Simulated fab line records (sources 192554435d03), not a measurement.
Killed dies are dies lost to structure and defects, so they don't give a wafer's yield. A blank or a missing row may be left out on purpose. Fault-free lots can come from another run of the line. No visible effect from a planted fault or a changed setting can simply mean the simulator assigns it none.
What tool caused it?    flow n5_finfet    10 lots with 28 wafers sampled at 5 steps, on a route of 1938 steps

## WHAT EACH GAUGE READ, for each wafer
N5_FIN_SAQP_CD_MEAS_37 targets a cd of 8 nm. Usual: cd_nm at 8.14 nm, with a standard deviation of 0.23.
lot   measured     on         cd_nm (nm)      flag
L401  day 2 03:02  cd_sem-02  8.14 7.96 8.01  
L403  day 2 16:00  cd_sem-01  8.22 8.29 8.01  
L404  day 2 21:31  cd_sem-01  8.30 8.34 7.95  
L407  day 3 14:09  cd_sem-02  8.52 7.79 8.17  
L408  day 3 20:13  cd_sem-02  8.09 8.21 8.00  
L409  day 4 02:30  cd_sem-03  8.12 7.86 8.46  
L413  day 5 03:30  cd_sem-01  8.00 8.27 8.15  
L420  day 6 21:48  cd_sem-02  8.00 7.98       
L421  day 7 03:48  cd_sem-02  8.42 8.23       
L424  day 7 20:23  cd_sem-01  8.08 7.96 8.25  

N5_FIN_CUT_OVL_MEAS_09. Usual: FIN_CUT_OVL 0.1 nm, standard deviation 0.73.
lot   measured     on          FIN_CUT_OVL (nm)  flag
L401  day 2 03:30  overlay-02  0.9 0.0 -1.1      
L403  day 2 16:30  overlay-01  -0.2 0.3 0.1      
L404  day 2 22:10  overlay-01  -0.2 0.3 1.3      
L407  day 3 14:37  overlay-02  -0.6 -0.8 -1.2    
L408  day 3 20:49  overlay-01  0.2 -0.5 -0.6     
L409  day 4 02:58  overlay-02  0.3 0.5 0.3       
L413  day 5 03:58  overlay-02  0.1 -0.3 0.0      
L420  day 6 22:25  overlay-02  -0.1 -0.8         
L421  day 7 04:25  overlay-02  0.7 0.0           
L424  day 7 21:02  overlay-01  -1.0 -0.2 -1.4    

N5_BEOL_M4_RC_MEAS_101. Usual: DIBL_N 36.1 mV/V, standard deviation 1.3; DIBL_P 36.1 mV/V, standard deviation 1.7; IOFF_N 0.154 nA/um, standard deviation 0.022; IOFF_P 0.201 nA/um, standard deviation 0.024; ION_N 675 uA/um, standard deviation 8.9; ION_P 462 uA/um, standard deviation 5.9; SS_N 71.5 mV/dec, standard deviation 0.49; SS_P 73.3 mV/dec, standard deviation 0.58; VT_N 250.0 mV, standard deviation 2.7; VT_P -251.3 mV, standard deviation 2.7.
lot   measured      on         DIBL_N (mV/V)   DIBL_P (mV/V)   IOFF_N (nA/um)     IOFF_P (nA/um)     ION_N (uA/um)  ION_P (uA/um)  SS_N (mV/dec)   SS_P (mV/dec)   VT_N (mV)          VT_P (mV)             flag
L401  day 7 20:01   prober-01  35.6 35.7 35.3  34.7 34.9 34.9  0.148 0.151 0.147  0.194 0.200 0.196  674 688 678    468 470 463    71.6 72.3 72.2  73.1 73.5 72.6  249.6 249.3 247.7  -251.0 -249.6 -250.2  
L403  day 8 02:34   prober-01  36.8 36.0 37.6  37.7 36.4 38.3  0.168 0.146 0.165  0.185 0.172 0.184  678 662 676    452 452 448    72.2 71.3 72.1  73.7 73.7 73.5  250.7 251.7 250.3  -254.7 -253.2 -254.9  
L404  day 8 21:16   prober-02  37.6 38.4 35.2  37.2 38.5 34.9  0.164 0.181 0.134  0.216 0.235 0.184  681 684 681    468 468 466    71.6 72.1 71.5  73.5 73.9 73.4  250.3 248.3 252.3  -249.2 -249.2 -253.5  
L407  day 9 07:28   prober-01  35.3 35.0 35.2  36.2 35.3 35.5  0.149 0.136 0.145  0.205 0.181 0.195  684 676 682    467 468 468    71.1 70.5 70.8  72.6 72.9 73.2  248.5 251.2 248.5  -249.8 -249.1 -248.5  
L408  day 9 20:53   prober-02  36.1 35.3 35.4  34.8 33.5 33.9  0.155 0.148 0.141  0.202 0.184 0.189  669 682 674    464 462 465    71.9 72.0 71.2  72.5 72.7 73.1  250.6 249.2 253.0  -253.7 -254.6 -253.1  
L409  day 10 11:20  prober-01  35.2 36.0 36.5  35.5 35.5 36.9  0.131 0.134 0.146  0.189 0.192 0.214  672 668 676    461 463 465    71.0 71.3 71.0  73.0 72.4 73.2  251.7 250.1 249.3  -250.1 -248.9 -249.1  
L413  day 11 19:35  prober-01  36.0 37.1 36.7  34.7 35.7 35.4  0.144 0.161 0.161  0.203 0.215 0.209  673 672 679    466 463 466    70.5 71.2 71.0  72.4 73.2 73.3  249.2 249.9 249.1  -247.3 -250.3 -251.8  
L420  day 13 01:31  prober-01  35.4 34.2       35.5 33.2       0.150 0.120        0.197 0.163        676 666        465 456        71.8 71.3       72.6 72.9       249.4 252.3        -252.2 -252.5         
L421  day 13 05:14  prober-02  38.8 38.5       38.7 38.0       0.206 0.195        0.234 0.228        693 696        465 471        72.0 71.5       74.5 74.8       246.4 247.9        -251.8 -251.2         
L424  day 14 10:37  prober-01  35.0 35.0 35.9  35.5 36.1 36.4  0.129 0.136 0.141  0.156 0.168 0.169  667 678 677    456 460 462    71.1 71.8 72.3  73.3 72.9 73.3  251.5 249.9 250.5  -255.6 -253.4 -256.6  

## TOOL THAT RAN EACH LOT (tool first, then ch and the chambers of the sampled wafers, then the start)
lot   N5_FIN_CUT_ETCH_20                 N5_FIN_CUT_CUT_ETCH_28
L401  rie_diel-05 ch 1,2,3, day 2 03:38  rie_si-05 ch 0,1,2, day 2 04:17
L403  rie_diel-03 ch 0,3, day 2 16:44    rie_si-05 ch 0,2,3, day 2 17:37
L404  rie_diel-03 ch 1,2,3, day 2 22:57  rie_si-05 ch 0,1, day 2 23:35
L407  rie_diel-03 ch 0,2,3, day 3 14:46  rie_si-04 ch 0,1,2, day 3 15:23
L408  rie_diel-03 ch 0,2,3, day 3 20:58  rie_si-04 ch 0,3, day 3 21:35
L409  rie_diel-03 ch 0,1,3, day 4 03:07  rie_si-04 ch 0,1,3, day 4 03:45
L413  rie_diel-03 ch 0,1,3, day 5 04:08  rie_si-02 ch 2,3, day 5 04:46
L420  rie_diel-03 ch 1,3, day 6 22:44    rie_si-04 ch 0,2, day 6 23:22
L421  rie_diel-03 ch 0,3, day 7 04:34    rie_si-02 ch 1,3, day 7 05:12
L424  rie_diel-04 ch 0,3, day 7 21:10    rie_si-02 ch 0,3, day 7 21:48
- N5_FIN_CUT_ETCH_20: etches SiARC in CF4, target depth 26 nm, time 43.3 s.
- N5_FIN_CUT_CUT_ETCH_28: etches Si in HBr/Cl2/O2, target depth 6 nm, time 2.4 s.

## AS READ BY THE TOOLS THEMSELVES (means over the sampled wafers that have a number; for cases with no such wafer, the mark the record gives instead)
N5_FIN_CUT_ETCH_20. Usual: drypump_motor_current_A is 5.9 A with standard deviation 0.41, etch_rf_on_time_s is 43.1 s with standard deviation 0.73, mfc_ar_sccm is 99.94 sccm with standard deviation 0.28, oes_product_au is 0.67 a.u. with standard deviation 0.066, rf_vpp_V is 184.3 V with standard deviation 0.98, showerhead_plenum_p_Torr is 2.15 Torr with standard deviation 0.05, and throttle_valve_pct is 15.57 % with standard deviation 0.15.
lot   tool         drypump_motor_current_A (A)  etch_rf_on_time_s (s)  mfc_ar_sccm (sccm)  oes_product_au (a.u.)  rf_vpp_V (V)  showerhead_plenum_p_Torr (Torr)  throttle_valve_pct (%)  flag
L401  rie_diel-05  5.8                          43.4                   100.14              0.71                   185.6         2.24                             15.60                   
L403  rie_diel-03  6.1                          42.2                   99.95               0.65                   184.6         2.14                             15.61                   
L404  rie_diel-03  5.7                          43.3                   100.36              0.62                   184.2         2.13                             15.64                   
L407  rie_diel-03  5.8                          43.1                   99.89               0.64                   184.2         2.13                             15.58                   
L408  rie_diel-03  5.8                          43.3                   99.85               0.64                   185.2         2.13                             15.58                   
L409  rie_diel-03  6.0                          42.6                   99.93               0.71                   184.1         2.12                             15.54                   
L413  rie_diel-03  6.0                          42.6                   100.16              0.69                   183.6         2.12                             15.55                   
L420  rie_diel-03  5.8                          49.5                   99.90               0.65                   184.3         2.11                             15.55                   OFF
L421  rie_diel-03  6.0                          50.1                   100.18              0.57                   182.9         2.12                             15.70                   OFF
L424  rie_diel-04  6.2                          43.6                   100.02              0.65                   184.6         2.17                             15.50                   

N5_FIN_CUT_CUT_ETCH_28. Usual: drypump_motor_current_A 5.6 A, standard deviation 0.39; he_backside_leak_sccm 2.8 sccm, standard deviation 0.41; oes_product_au 1.009 a.u., standard deviation 0.018; throttle_valve_pct 37.36 %, standard deviation 0.2.
lot   tool       drypump_motor_current_A (A)  he_backside_leak_sccm (sccm)  oes_product_au (a.u.)  throttle_valve_pct (%)  flag
L401  rie_si-05  5.9                          2.8                           1.007                  37.42                   
L403  rie_si-05  5.5                          2.8                           1.006                  37.47                   
L404  rie_si-05  6.1                          2.7                           0.993                  37.38                   
L407  rie_si-04  5.4                          2.6                           1.020                  37.35                   
L408  rie_si-04  5.5                          2.6                           1.017                  37.31                   
L409  rie_si-04  5.4                          3.4                           1.016                  37.43                   
L413  rie_si-02  5.6                          2.7                           1.025                  37.26                   
L420  rie_si-04  5.5                          2.2                           1.023                  37.22                   
L421  rie_si-02  5.3                          2.8                           1.006                  37.40                   
L424  rie_si-02  5.8                          2.9                           1.019                  37.49                   

## THE ANSWER, worked out from the rows above alone
Rule: a lot is off if the mean of its wafers that have a number lies more than 3 standard deviations from the usual mean. A lot without any number at a reading at which 4 lots or more have one is off too. Where the step has rows for the other lots, those lots are counted as sound. First the gauges in route order, then the tools' own readings, where a lot's mean is used as printed above. The first step at which some lot is off is used, and at that step the reading that is off furthest; a lot without a number counts as furthest.
Off: L420, L421 (N5_FIN_CUT_ETCH_20, etch_rf_on_time_s).
If a tool, at that step or one of the process steps before it, ran each lot that is off and ran no sound lot following the first of them, it fits. One candidate fits, namely rie_diel-03 at N5_FIN_CUT_ETCH_20. Its last sound lot is L413 (day 5 04:08), its first lot that is off L420 (day 6 22:44): a fault that began between those two fits.
On the lots that are off, the tool's own readings at N5_FIN_CUT_ETCH_20 differ by more than 5 times the standard deviation of the sound lots' means, which bears it out; etch_rf_on_time_s reads 49.8 s there versus 43.0 s on the sound lots.

## WHAT THE SIMULATOR HAD PUT IN
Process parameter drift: rie_diel-03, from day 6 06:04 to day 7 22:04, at N5_FIN_CUT_ETCH_20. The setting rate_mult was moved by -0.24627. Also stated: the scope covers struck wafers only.
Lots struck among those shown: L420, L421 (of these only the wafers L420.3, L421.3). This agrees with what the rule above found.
